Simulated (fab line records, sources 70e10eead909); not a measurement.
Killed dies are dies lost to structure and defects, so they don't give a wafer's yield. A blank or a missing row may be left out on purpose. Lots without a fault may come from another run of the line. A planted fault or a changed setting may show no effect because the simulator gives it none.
fab line records | flow nand_harc
record lots=24 wafers=72 last_day=33
route steps=1302 shown A_ONON_D1@431 A_CHANNEL_HOLE_D1@484 A_CHANNEL_FILL_D1@494
lots that met no fault: from a run of the same line without faults
start_h: hours from the record's first day to the start of the lot's first wafer shown | wait_h: hours since the lot's step before | " the same as in the row above | L1.1+2: a row that stands for several wafers | - no value, or no start given | * or withheld: withheld | < > ~ a bound
route shown NAME@n: a module of which the file shows steps, and the number in the route of the first | usual: mean/standard deviation of fault-free wafers | same: alike in all rows | chamber/n: place in a boat | sites: the reading at each site | _std_site: their standard deviation | _edge_site: outer sites' mean less inner sites' | radius_mm: how far each site lies from the wafer's centre | mask NAME#n: copy n | behind: the tool/chamber that last shaped the wafer | hold: why the lot was held/for how many hours/how that ended | device: the transistor (n, p or np) that didn't switch | end of line: the same wafers' tests at the end of the route | a step without rows: its recipe alone | killed: dies lost to structure and defects at the first sort, not the wafer's yield | map: a wafer's dies, x killed, . not, _ none there
set.NAME: the setting as run; set.NAME@STEP: as run at that earlier step | model.NAME: the simulator's own value behind a step, which no gauge read
steps of the route over a sample of lots; a table a step, a row a wafer
services: from which hour (start_h, from the record's first day; less than 0 if before it) a tool's chamber was out of use, for how many hours, and why
## steps
# step NHARC_A_ONON_D1_THK_MEAS_11
# recipe thk_meas_gauge=ellipsometry
# usual thk_nm=1002/8.4
# columns lot.wafer tool chamber start_h wait_h thk_nm
L075.1 film_metro-02 - 178.68 - 994
L075.3 " - " " 994
L075.5 " - " " 994
L074.1 film_metro-01 - 178.68 - 1005
L074.2 " - " " 1002
L074.3 " - " " 1003
L076.1 film_metro-01 - 185.33 - 996
L076.4 " - " " 996
L076.5 " - " " 996
L077.2 film_metro-01 - 190.45 - 997
L077.4 " - " " 996
L077.6 " - " " 996
L078.1 film_metro-02 - 210.06 - 998
L078.2 " - " " 1001
L078.3 " - " " 999
L079.1 film_metro-02 - 217.27 - 1004
L079.2 " - " " 1004
L079.3 " - " " 1004
L080.1 film_metro-02 - 226.35 - 1010
L080.2 " - " " 1012
L080.6 " - " " 1008
L081.1 film_metro-02 - 239.53 - 1008
L081.3 " - " " 1008
L081.5 " - " " 1008
L083.1 film_metro-02 - 251.67 - 1001
L083.2 " - " " 1000
L083.6 " - " " 1003
L082.1 film_metro-01 - 251.68 - 1007
L082.2 " - " " 1006
L082.3 " - " " 1007
L084.2 film_metro-02 - 269.34 - 998
L084.3 " - " " 996
L084.6 " - " " 999
L085.1 film_metro-02 - 277.44 - 1003
L085.4 " - " " 1004
L085.5 " - " " 1004
L086.1 film_metro-01 - 281.45 - 1001
L086.2 " - " " 999
L086.5 " - " " 998
L087.1 film_metro-01 - 292.16 - 978
L087.2 " - " " 979
L087.4 " - " " 979
L089.1 film_metro-02 - 315.30 - 991
L089.2 " - " " 990
L089.6 " - " " 992
L088.2 film_metro-02 - 315.32 - 1004
L088.4 " - " " 1002
L088.5 " - " " 1001
L090.1 film_metro-01 - 332.42 - 1000
L090.3 " - " " 1000
L090.6 " - " " 998
L091.2 film_metro-02 - 332.43 - 993
L091.3 " - " " 993
L091.4 " - " " 992
L092.2 film_metro-02 - 351.61 - 1001
L092.3 " - " " 1001
L092.4 " - " " 1002
L093.1 film_metro-02 - 355.21 - 1011
L093.3 " - " " 1013
L093.4 " - " " 1011
L095.1 film_metro-02 - 369.29 - 1012
L095.2 " - " " 1013
L095.5 " - " " 1014
L094.1 film_metro-02 - 369.64 - 1016
L094.3 " - " " 1017
L094.6 " - " " 1016
L096.1 film_metro-01 - 382.78 - 1013
L096.2 " - " " 1011
L096.5 " - " " 1015
L097.2 film_metro-02 - 392.49 - 996
L097.3 " - " " 996
L097.4 " - " " 996
# step NHARC_A_CHANNEL_HOLE_D1_STRIP_27
# recipe o2_flow_sccm=500 ar_flow_sccm=0 bias_w=0 chemistry=O2
# usual drypump_motor_current_A=5.7/0.49 oes_product_au=0.996/0.0083 rf_vpp_V=57.7/0.87 showerhead_plenum_p_Torr=3.49/0.16 throttle_valve_pct=17.036/0.0091
# columns lot.wafer tool chamber start_h wait_h drypump_motor_current_A oes_product_au rf_hours_counter_h rf_vpp_V showerhead_plenum_p_Torr throttle_valve_pct
L074.3 rie_diel-03 3 - - 4.8 0.999 5 57.1 3.40 17.036
L074.2 " 0 " " 5.7 0.991 6 57.6 3.75 17.023
L074.1 " 1 " " 6.0 1.002 6 59.2 3.43 17.027
L075.3 rie_diel-03 0 - - 5.7 0.989 7 58.8 3.74 17.042
L075.1 " 1 " " 6.0 1.004 7 58.1 3.43 17.035
L075.5 " 0 " " 5.7 0.990 - 57.7 3.75 17.031
L076.4 rie_diel-09 2 - - 6.0 0.999 16 56.5 3.35 17.027
L076.1 " 1 " " 5.9 1.009 17 57.2 3.70 17.053
L076.5 " 3 " " 5.6 0.992 - 57.4 3.28 17.036
L077.4 rie_diel-03 3 - - 4.8 0.988 5 58.4 3.40 17.040
L077.2 " 0 " " 5.7 0.986 7 58.6 3.74 17.011
L077.6 " 3 " " 4.8 0.998 - 56.3 3.40 17.045
L078.2 rie_diel-03 1 - - 6.0 0.992 8 58.4 3.43 17.040
L078.1 " 2 " " 5.9 0.995 9 56.5 3.60 17.040
L078.3 " 3 " " 4.8 0.992 7 59.0 3.40 17.025
L079.1 rie_diel-01 3 - - 6.9 0.990 10 58.0 3.30 17.044
L079.2 " 0 " " 5.3 0.992 10 56.9 3.45 17.033
L079.3 " 1 " " 5.8 0.981 11 57.6 3.42 17.042
L080.2 rie_diel-01 2 - - 5.9 0.992 14 59.5 3.65 17.031
L080.1 " 0 " " 5.4 1.003 11 57.3 3.45 17.043
L080.6 " 2 " " 5.8 0.997 - 57.0 3.65 17.019
L081.1 rie_diel-03 2 - - 5.9 0.992 12 57.5 3.60 17.051
L081.3 " 0 " " 5.7 0.975 12 58.0 3.74 17.043
L081.5 " 1 " " 6.0 0.987 - 56.7 3.43 17.038
L083.2 rie_diel-01 3 - - 6.8 1.005 20 56.8 3.29 17.028
L083.1 " 1 " " 5.8 0.986 19 57.4 3.41 17.035
L083.6 " 3 " " 6.9 1.001 - 57.7 3.29 17.032
L082.2 rie_diel-01 0 - - 5.4 1.005 19 57.1 3.45 17.040
L082.1 " 1 " " 5.8 1.003 19 56.5 3.41 17.041
L082.3 " 2 " " 5.9 1.005 22 58.5 3.64 17.041
L084.2 rie_diel-09 2 - - 6.0 1.010 37 57.0 3.34 17.017
L084.3 " 3 " " 5.6 0.988 42 55.5 3.27 17.039
L084.6 " 3 " " 5.6 1.006 - 58.4 3.27 17.040
L085.1 rie_diel-01 0 - - 5.4 0.993 25 58.2 3.44 17.030
L085.4 " 1 " " 5.8 0.971 27 56.8 3.41 17.040
L085.5 " 0 " " 5.4 0.986 - 56.4 3.44 17.029
L086.1 rie_diel-03 0 - - 5.7 0.990 1 58.3 3.74 17.022
L086.2 " 3 " " 4.9 1.002 2 58.2 3.39 17.038
L086.5 " 0 " " 5.7 0.987 - 57.4 3.74 17.027
L087.2 rie_diel-09 2 - - 6.0 1.011 46 57.0 3.34 17.026
L087.4 " 3 " " 5.6 1.004 51 56.8 3.26 17.015
L087.1 " 0 " " 5.9 0.994 51 57.5 3.29 17.044
L088.4 rie_diel-01 2 - - 5.9 1.011 41 58.3 3.63 17.026
L088.2 " 3 " " 6.9 1.022 37 58.3 3.28 17.043
L088.5 " 1 " " 5.9 0.998 - 57.6 3.40 17.023
L089.1 rie_diel-03 0 - - 5.7 1.001 3 58.2 3.74 17.037
L089.2 " 3 " " 4.8 1.000 3 58.7 3.39 17.036
L089.6 " 0 " " 5.7 0.999 - 57.6 3.74 17.037
L091.2 rie_diel-09 1 - - 5.9 0.997 7 57.7 3.68 17.053
L091.4 " 2 " " 6.0 1.000 7 56.3 3.33 17.040
L091.3 " 3 " " 5.6 0.988 9 58.0 3.80 17.051
L090.1 rie_diel-01 0 - - 5.4 0.999 42 56.5 3.43 17.049
L090.3 " 1 " " 5.8 0.993 43 57.6 3.40 17.043
L090.6 " 0 " " 5.4 0.997 - 56.3 3.43 17.042
L092.2 rie_diel-03 3 - - 4.8 1.001 6 57.9 3.39 17.028
L092.4 " 1 " " 6.0 0.984 6 56.6 3.43 17.025
L092.3 " 2 " " 5.9 0.988 6 58.4 3.59 17.042
L093.1 rie_diel-03 3 - - 4.8 1.004 7 56.4 3.39 17.037
L093.3 " 0 " " 5.7 1.007 6 58.4 3.74 17.038
L093.4 " 2 " " 5.9 0.992 - 58.3 3.59 17.031
L095.1 rie_diel-03 3 - - 4.8 1.004 8 58.2 3.39 17.046
L095.2 " 2 " " 5.9 0.997 8 58.1 3.59 17.033
L095.5 " 3 " " 4.8 1.013 - 57.6 3.39 17.028
L094.1 rie_diel-03 0 - - 5.7 0.996 7 56.6 3.74 17.022
L094.3 " 1 " " 6.0 0.992 7 57.0 3.42 17.033
L094.6 " 2 " " 5.9 0.990 - 58.6 3.59 17.042
L096.2 rie_diel-03 3 - - 4.9 1.008 10 58.6 3.39 17.032
L096.1 " 0 " " 5.7 0.997 9 58.7 3.74 17.035
L096.5 " 2 " " 5.9 0.993 - 57.2 3.59 17.034
L097.3 rie_diel-03 0 - - 5.7 1.006 10 58.4 3.74 17.022
L097.2 " 2 " " 5.9 1.003 11 59.2 3.59 17.051
L097.4 " 3 " " 4.9 1.001 11 58.3 3.39 17.038
# step NHARC_A_CHANNEL_FILL_D1_ALD_14
# recipe target_thk_a=25 pulse_time_s=10 ald_cycles=25 temp_c=300 material=SiO2
# usual heater_power_w=478/46 precursor_pulse_height_rel=0.997/0.019
# columns lot.wafer tool chamber start_h wait_h heater_power_w precursor_pulse_height_rel
L074.2 ald_hk-01 3 211.08 0.0 476 1.004
L074.3 " 0 " " 425 0.975
L074.1 " 2 " " 466 0.994
L075.1 ald_hk-04 3 215.26 0.0 443 0.978
L075.3 " 2 " " 574 0.996
L075.5 " 0 " " 509 1.017
L076.1 ald_hk-01 1 220.06 0.1 563 0.998
L076.4 " 2 " " 458 1.017
L076.5 " 3 " " 474 0.987
L077.4 ald_hk-01 3 224.93 0.0 476 0.994
L077.2 " 2 " " 473 0.987
L077.6 " 3 " " 474 0.979
L078.3 ald_hk-03 0 238.05 0.0 470 0.993
L078.1 " 2 " " 488 1.034
L078.2 " 3 " " 414 1.017
L079.2 ald_hk-01 1 251.24 0.0 564 0.995
L079.1 " 2 " " 477 0.991
L079.3 " 3 " " 470 1.001
L080.2 ald_hk-01 2 257.90 0.1 462 0.985
L080.1 " 3 " " 465 1.012
L080.6 " 2 " " 463 1.011
L081.1 ald_hk-03 2 271.46 0.0 464 1.000
L081.3 " 1 " " 462 0.992
L081.5 " 3 " " 415 0.976
L083.2 ald_hk-01 2 283.01 0.0 468 1.027
L083.1 " 1 " " 564 0.993
L083.6 " 3 " " 488 1.001
L082.2 ald_hk-04 0 283.01 0.0 494 0.996
L082.3 " 1 " " 464 0.998
L082.1 " 3 " " 433 0.986
L084.3 ald_hk-03 1 299.23 0.4 462 1.026
L084.2 " 3 " " 424 1.029
L084.6 " 1 " " 460 0.975
L085.1 ald_hk-04 1 305.81 0.0 461 0.994
L085.4 " 3 " " 424 0.971
L085.5 " 2 " " 571 1.017
L086.1 ald_hk-04 1 316.66 0.0 462 0.965
L086.2 " 3 " " 445 1.024
L086.5 " 2 " " 564 0.981
L087.4 ald_hk-01 3 323.21 0.0 473 0.994
L087.2 " 0 " " 413 0.979
L087.1 " 1 " " 608 0.980
L089.2 ald_hk-03 2 343.31 0.0 472 1.014
L089.1 " 0 " " 466 0.983
L089.6 " 2 " " 475 0.999
L088.2 ald_hk-04 1 343.31 0.0 474 0.972
L088.4 " 3 " " 437 1.014
L088.5 " 1 " " 461 0.990
L091.3 ald_hk-01 2 364.51 0.0 487 0.974
L091.4 " 3 " " 468 0.974
L091.2 " 1 " " 593 1.014
L090.1 ald_hk-03 0 364.54 0.1 465 0.975
L090.3 " 2 " " 479 1.016
L090.6 " 3 " " 418 1.004
L092.4 ald_hk-03 3 380.63 0.0 419 1.003
L092.3 " 1 " " 465 1.000
L092.2 " 2 " " 475 0.989
L093.4 ald_hk-03 3 380.88 0.3 426 1.015
L093.1 " 0 " " 479 0.993
L093.3 " 1 " " 472 0.975
L095.2 ald_hk-04 2 402.26 0.1 578 0.987
L095.1 " 3 " " 433 1.002
L095.5 " 1 " " 461 1.013
L094.1 ald_hk-01 1 407.16 0.1 597 0.987
L094.3 " 2 " " 471 0.964
L094.6 " 3 " " 472 1.033
L096.2 ald_hk-03 1 412.89 0.0 492 0.993
L096.1 " 2 " " 494 0.975
L096.5 " 2 " " 485 1.020
L097.4 ald_hk-04 0 421.93 0.1 483 0.970
L097.3 " 1 " " 472 0.993
L097.2 " 2 " " 572 0.996
# step NHARC_A_CHANNEL_FILL_D1_ALD_16
# recipe target_thk_a=15 pulse_time_s=10 ald_cycles=15 temp_c=300 material=SiO2
# usual heater_power_w=481/51 precursor_pulse_height_rel=1.000/0.02
# columns lot.wafer tool chamber start_h wait_h heater_power_w precursor_pulse_height_rel
L074.1 ald_hk-03 2 216.26 0.0 466 1.006
L074.2 " 3 " " 428 0.984
L074.3 " 0 " " 492 0.996
L075.3 ald_hk-01 2 220.45 0.1 470 1.004
L075.1 " 3 " " 465 1.042
L075.5 " 1 " " 579 0.993
L076.4 ald_hk-01 2 225.20 0.1 473 0.995
L076.1 " 3 " " 478 1.002
L076.5 " 1 " " 563 1.013
L077.4 ald_hk-03 0 230.14 0.1 487 1.004
L077.2 " 1 " " 469 0.971
L077.6 " 0 " " 470 0.973
L078.2 ald_hk-04 1 243.26 0.1 464 1.007
L078.1 " 2 " " 570 0.999
L078.3 " 3 " " 454 0.998
L079.2 ald_hk-01 3 256.42 0.0 479 0.980
L079.3 " 0 " " 440 0.987
L079.1 " 2 " " 466 1.024
L080.1 ald_hk-03 1 263.05 0.0 467 1.048
L080.2 " 0 " " 471 0.959
L080.6 " 2 " " 484 1.017
L081.3 ald_hk-01 2 276.63 0.1 458 1.003
L081.1 " 3 " " 479 0.976
L081.5 " 2 " " 476 0.959
L083.2 ald_hk-03 0 288.20 0.0 471 1.014
L083.1 " 2 " " 488 0.975
L083.6 " 0 " " 471 0.991
L082.1 ald_hk-04 2 288.20 0.0 551 1.008
L082.3 " 3 " " 427 0.966
L082.2 " 1 " " 449 0.948
L084.2 ald_hk-04 0 304.37 0.0 487 1.025
L084.3 " 1 " " 458 1.012
L084.6 " 1 " " 462 0.980
L085.1 ald_hk-01 2 311.05 0.1 476 1.017
L085.4 " 3 " " 460 1.008
L085.5 " 2 " " 477 1.006
L086.1 ald_hk-01 3 321.83 0.0 469 0.971
L086.2 " 0 " " 413 1.021
L086.5 " 0 " " 416 0.996
L087.4 ald_hk-04 2 328.38 0.0 577 0.979
L087.2 " 0 " " 484 0.985
L087.1 " 1 " " 460 1.037
L089.1 ald_hk-03 1 348.49 0.1 459 1.013
L089.2 " 2 " " 486 1.002
L089.6 " 0 " " 495 0.988
L088.4 ald_hk-03 2 348.68 0.3 475 1.008
L088.2 " 3 " " 424 1.022
L088.5 " 1 " " 466 1.027
L091.3 ald_hk-01 3 369.70 0.0 476 0.998
L091.2 " 0 " " 420 0.988
L091.4 " 1 " " 599 1.019
L090.3 ald_hk-03 2 369.75 0.1 478 0.997
L090.1 " 3 " " 419 1.004
L090.6 " 1 " " 468 0.979
L092.2 ald_hk-04 2 385.83 0.0 578 0.987
L092.4 " 3 " " 435 1.011
L092.3 " 1 " " 471 0.971
L093.4 ald_hk-04 2 385.99 0.2 582 0.996
L093.3 " 3 " " 434 0.975
L093.1 " 1 " " 457 0.999
L095.1 ald_hk-01 2 407.36 0.0 479 1.039
L095.2 " 3 " " 465 1.000
L095.5 " 3 " " 463 1.023
L094.3 ald_hk-03 2 412.27 0.0 479 0.975
L094.1 " 0 " " 491 1.019
L094.6 " 3 " " 416 0.991
L096.1 ald_hk-01 1 418.10 0.1 598 1.027
L096.2 " 2 " " 483 1.009
L096.5 " 1 " " 600 1.026
L097.4 ald_hk-04 1 427.20 0.0 466 0.998
L097.3 " 3 " " 435 0.969
L097.2 " 0 " " 500 1.013
# step NHARC_A_CHANNEL_FILL_D1_CMP_10
# recipe target_thk_nm=150
# usual motor_current_A=12.3/1 time_to_endpoint_s=14.9/2.1
# columns lot.wafer tool chamber start_h wait_h motor_current_A time_to_endpoint_s
L074.1 cmp-04 3 252.68 0.4 11.6 13.8
L074.3 " 0 " " 13.0 12.2
L074.2 " 1 " " 12.5 13.0
L075.1 cmp-02 1 252.71 0.4 11.4 11.5
L075.3 " 2 " " 14.1 13.4
L075.5 " 0 " " 10.8 17.2
L076.1 cmp-01 0 260.54 0.4 12.2 18.5
L076.4 " 2 " " 12.7 17.8
L076.5 " 3 " " 10.7 16.9
L077.4 cmp-01 3 267.61 0.4 10.7 16.5
L077.2 " 0 " " 12.9 16.5
L077.6 " 3 " " 10.9 14.0
L078.3 cmp-04 0 280.88 0.4 14.2 13.0
L078.2 " 1 " " 12.8 14.9
L078.1 " 2 " " 12.3 16.8
L079.2 cmp-04 2 291.49 0.4 12.1 14.6
L079.1 " 3 " " 12.1 14.6
L079.3 " 1 " " 12.9 11.9
L080.1 cmp-01 2 301.51 0.4 13.0 15.7
L080.2 " 3 " " 10.0 13.0
L080.6 " 2 " " 13.6 15.6
L081.1 cmp-04 1 312.54 0.4 13.7 12.0
L081.3 " 0 " " 12.9 11.4
L081.5 " 1 " " 13.2 10.3
L082.2 cmp-01 2 323.40 0.4 13.3 14.1
L082.3 " 3 " " 11.3 14.9
L082.1 " 0 " " 12.9 14.6
L083.2 cmp-04 3 323.42 0.4 11.9 15.1
L083.1 " 0 " " 14.0 14.0
L083.6 " 3 " " 12.4 17.2
L084.2 cmp-01 1 339.80 0.4 12.4 12.9
L084.3 " 3 " " 10.7 13.3
L084.6 " 0 " " 12.6 13.0
L085.1 cmp-04 3 346.35 0.4 12.3 18.1
L085.4 " 0 " " 13.5 16.5
L085.5 " 2 " " 12.7 18.4
L086.1 cmp-02 3 357.05 0.4 12.7 15.1
L086.2 " 2 " " 14.5 16.8
L086.5 " 0 " " 10.9 16.0
L087.2 cmp-01 1 363.46 0.4 12.2 12.3
L087.4 " 3 " " 11.2 13.5
L087.1 " 0 " " 12.8 12.4
L088.4 cmp-02 2 383.59 0.4 13.6 14.7
L088.2 " 3 " " 12.6 15.8
L088.5 " 2 " " 13.4 17.4
L089.1 cmp-04 3 383.63 0.4 12.1 18.5
L089.2 " 0 " " 13.6 18.5
L089.6 " 1 " " 12.6 17.2
L090.1 cmp-01 1 407.76 0.4 11.8 13.4
L090.3 " 3 " " 11.0 11.8
L090.6 " 2 " " 13.1 10.5
L091.2 cmp-02 2 407.76 0.4 13.4 16.8
L091.4 " 0 " " 10.6 18.7
L091.3 " 1 " " 11.0 15.5
L093.1 cmp-04 2 421.89 0.4 12.6 14.6
L093.4 " 0 " " 13.8 12.8
L093.3 " 1 " " 12.1 11.8
L092.4 cmp-04 1 425.88 0.4 12.1 13.7
L092.2 " 2 " " 11.7 16.0
L092.3 " 3 " " 11.9 18.3
L095.2 cmp-04 3 442.67 0.4 11.9 16.7
L095.1 " 0 " " 13.7 14.2
L095.5 " 0 " " 13.7 18.7
L094.3 cmp-04 0 447.51 0.4 13.4 15.2
L094.1 " 2 " " 12.8 15.2
L094.6 " 1 " " 12.8 12.7
L096.1 cmp-02 3 453.28 0.4 13.2 14.6
L096.2 " 1 " " 11.4 13.6
L096.5 " 2 " " 14.2 14.2
L097.4 cmp-02 2 464.73 0.4 12.8 15.6
L097.3 " 3 " " 12.4 16.9
L097.2 " 0 " " 10.2 15.7
# step NHARC_A_CHANNEL_FILL_D1_INSPECT_13
# usual raw_defect_count=333/130
# columns lot.wafer tool chamber start_h wait_h raw_defect_count
L074.1 defect_inspect-02 - 253.09 0.0 760
L074.2 " - " " 513
L074.3 " - " " 440
L075.1 defect_inspect-01 - 253.10 0.0 457
L075.3 " - " " 380
L075.5 " - " " 358
L076.1 defect_inspect-01 - 260.93 0.0 285
L076.4 " - " " 262
L076.5 " - " " 301
L077.2 defect_inspect-02 - 268.00 0.0 143
L077.4 " - " " 187
L077.6 " - " " 186
L078.1 defect_inspect-01 - 281.30 0.0 410
L078.2 " - " " 269
L078.3 " - " " 467
L079.1 defect_inspect-01 - 291.90 0.0 201
L079.2 " - " " 318
L079.3 " - " " 282
L080.1 defect_inspect-02 - 301.90 0.0 373
L080.2 " - " " 424
L080.6 " - " " 413
L081.1 defect_inspect-02 - 312.96 0.0 356
L081.3 " - " " 200
L081.5 " - " " 337
L082.1 defect_inspect-01 - 323.81 0.0 349
L082.2 " - " " 393
L082.3 " - " " 537
L083.1 defect_inspect-02 - 323.81 0.0 604
L083.2 " - " " 340
L083.6 " - " " 356
L084.2 defect_inspect-01 - 340.19 0.0 143
L084.3 " - " " 172
L084.6 " - " " 256
L085.1 defect_inspect-02 - 346.71 0.0 478
L085.4 " - " " 329
L085.5 " - " " 328
L086.1 defect_inspect-02 - 357.49 0.0 434
L086.2 " - " " 291
L086.5 " - " " 432
L087.1 defect_inspect-01 - 363.88 0.0 298
L087.2 " - " " 394
L087.4 " - " " 382
L088.2 defect_inspect-02 - 383.97 0.0 275
L088.4 " - " " 201
L088.5 " - " " 277
L089.1 defect_inspect-02 - 384.00 0.0 701
L089.2 " - " " 350
L089.6 " - " " 505
L090.1 defect_inspect-01 - 408.17 0.0 330
L090.3 " - " " 245
L090.6 " - " " 515
L091.2 defect_inspect-02 - 408.18 0.0 315
L091.3 " - " " 222
L091.4 " - " " 311
L093.1 defect_inspect-01 - 422.30 0.0 295
L093.3 " - " " 203
L093.4 " - " " 195
L092.2 defect_inspect-01 - 426.30 0.0 173
L092.3 " - " " 348
L092.4 " - " " 202
L095.1 defect_inspect-02 - 443.09 0.0 308
L095.2 " - " " 336
L095.5 " - " " 320
L094.1 defect_inspect-02 - 447.93 0.0 341
L094.3 " - " " 152
L094.6 " - " " 339
L096.1 defect_inspect-01 - 453.66 0.0 220
L096.2 " - " " 95
L096.5 " - " " 165
L097.2 defect_inspect-02 - 465.14 0.0 437
L097.3 " - " " 325
L097.4 " - " " 225
## services
# columns tool chamber start_h hours kind
cmp-01 - 185.50 4.0 pm
rie_diel-01 - 186.97 0.3 repair
ald_hk-04 - 189.42 0.6 repair
cmp-04 - 193.68 1.7 repair
rie_diel-03 3 197.84 1.9 repair
cmp-01 - 201.03 0.5 repair
rie_diel-01 - 203.93 9.0 pm
cmp-04 - 206.58 2.5 repair
cmp-04 - 209.10 4.0 pm
rie_diel-01 3 214.27 5.0 repair
ald_hk-03 - 252.39 0.8 repair
cmp-01 - 265.68 0.6 repair
rie_diel-03 - 281.30 9.0 pm
cmp-01 - 283.50 4.0 pm
cmp-04 - 295.55 1.7 repair
ald_hk-01 - 300.06 10.0 pm
cmp-04 - 303.42 0.3 repair
cmp-04 - 307.10 4.0 pm
cmp-04 - 322.13 0.7 repair
ald_hk-04 - 326.67 1.5 repair
cmp-01 - 328.52 0.9 repair
ald_hk-03 - 396.43 10.0 pm
cmp-04 - 405.10 4.0 pm
rie_diel-03 - 458.30 9.0 pm
## key
fault none
